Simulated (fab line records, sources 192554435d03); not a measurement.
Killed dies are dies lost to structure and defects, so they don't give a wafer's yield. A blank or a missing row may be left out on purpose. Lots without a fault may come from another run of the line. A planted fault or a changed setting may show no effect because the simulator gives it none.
A struck lot beside a sound one | flow n5_finfet | 14 steps out of a route of 1938
Sound: wafers L277.1, L277.5. Struck: wafers L266.1, L266.2, L266.6. The cause comes at the end.
At each step with rows: each side's tool, then ch and its chambers, then its first start. Under that, the readings that differ: sound wafers | struck wafers | difference of the means | sigmas: that difference in standard deviations of wafers without a fault.
alike: readings whose means differ by less than 2 such deviations, and words and numbers that are the same on both sides. not compared: withheld readings, readings that some wafer has no value for, bounds like >300 that may hide the same value, and numbers for which the record gives no deviation and whose values overlap.
The two part at a step that has a row with sigmas, a row that says differs or no value, or rows on one side only. Numbers that don't overlap but have no deviation are shown without sigmas and don't part them. A reading that every wafer of one side lacks parts them only if that side has two wafers or more.

first, 9 steps without rows for these wafers: N5_MOL_CONTACT_COAG_DEVELOP_83 (develop time 30 s); N5_MOL_CONTACT_COAG_DESCUM_88 (chemistry O2, time 7 s); N5_MOL_CONTACT_COAG_ETCH_89 (etches underlayer in N2/H2, target depth 13 nm, time 10.4 s); N5_MOL_CONTACT_COAG_ETCH_90 (etches SiARC in CF4, target depth 13 nm, time 21.7 s); N5_MOL_CONTACT_COAG_ALD_131 (deposits SiO2, target thk 5 nm, pulse time 1 s, co reactant pulse time 1 s); N5_MOL_CONTACT_COAG_ETCHBACK_132 (etches SiO2 in CHF3, target depth 10 nm, time 6.7 s); N5_MOL_CONTACT_COAG_ETCH_91 (etches SOC in N2/H2, target depth 60 nm, overetch 21 nm, time 101.2 s); N5_MOL_CONTACT_COAG_STRIP_92 (strips in N2/H2); N5_MOL_CONTACT_COAG_STRIP_93 (strips in N2/H2).
N5_MOL_CONTACT_COAG_ETCHBACK_135: etches SiO2 in CHF3, target depth 25 nm, time 16.7 s.
  sound on rie_diel-06 ch 1,2, day 10 06:27; struck on rie_diel-06 ch 0,2, day 7 13:05
  no value came back on the struck wafers for any of 8 readings (CHF3_flow_sccm (sccm), bias_w (W) and others); on the sound wafers CHF3_flow_sccm (sccm) reads 49.65 49.89
  reading                                             | sound     | struck       | difference | sigmas
  model.SiARC_of_MOL_CONTACT_COAG_COAT_76.thk_nm (nm) | 0 0       | 5.8 5.8 5.8  | +5.8       |
  model.SOC_of_MOL_CONTACT_COAG_COAT_75.thk_nm (nm)   | 57.2 57.2 | 60 59.8 59.8 | +3         |
  not compared: rf_hours_counter_h
then, 1 step without rows for these wafers: N5_MOL_CONTACT_COAG_STRIP_118 (strips in CHF3).
N5_MOL_CONTACT_COAG_VIA_ETCH_46: etches SiO2 in C4F6/O2, target depth 46 nm, overetch 9.2 nm, time 40 s.
  sound on rie_diel-06 ch 1,2, day 10 06:29; struck on rie_diel-06 ch 0,2, day 7 13:07
  reading                                           | sound     | struck           | difference | sigmas
  O2_flow_sccm (sccm)                               | 9.93 9.93 | 10.02 9.98 10.01 | +0.07      | +2
  model.SOC_of_MOL_CONTACT_COAG_COAT_75.thk_nm (nm) | 50.8 50.4 | 53.4 53.2 53.4   | +2.7       |
  alike: drypump_motor_current_A, oes_product_au, rf_fwd_power_W, rf_vpp_V, showerhead_plenum_p_Torr, throttle_valve_pct
  not compared: rf_hours_counter_h
then, 1 step without rows for these wafers: N5_MOL_CONTACT_COAG_STRIP_96 (strips in N2/H2).
-- the record jumps here: 2 days lie between the struck wafers' starts before and after (it left off in module MOL_CONTACT_COAG and takes up again in module BEOL_M4, whose first step shown is number 1111 of the route) --
N5_BEOL_M4_RC_MEAS_101:
  sound on prober-01 ch 0, day 12 16:59; struck on prober-01 ch 0, day 9 18:53
  alike: DIBL_N, DIBL_P, IOFF_N, IOFF_P, ION_N, ION_P, SS_N, SS_P, VT_N, VT_P

WHERE THEY PART
First at N5_MOL_CONTACT_COAG_ETCHBACK_135; last, within this record, at N5_MOL_CONTACT_COAG_VIA_ETCH_46. Later steps at which nothing parts them and some readings are alike: N5_BEOL_M4_RC_MEAS_101.

WHY: what the simulator had put in
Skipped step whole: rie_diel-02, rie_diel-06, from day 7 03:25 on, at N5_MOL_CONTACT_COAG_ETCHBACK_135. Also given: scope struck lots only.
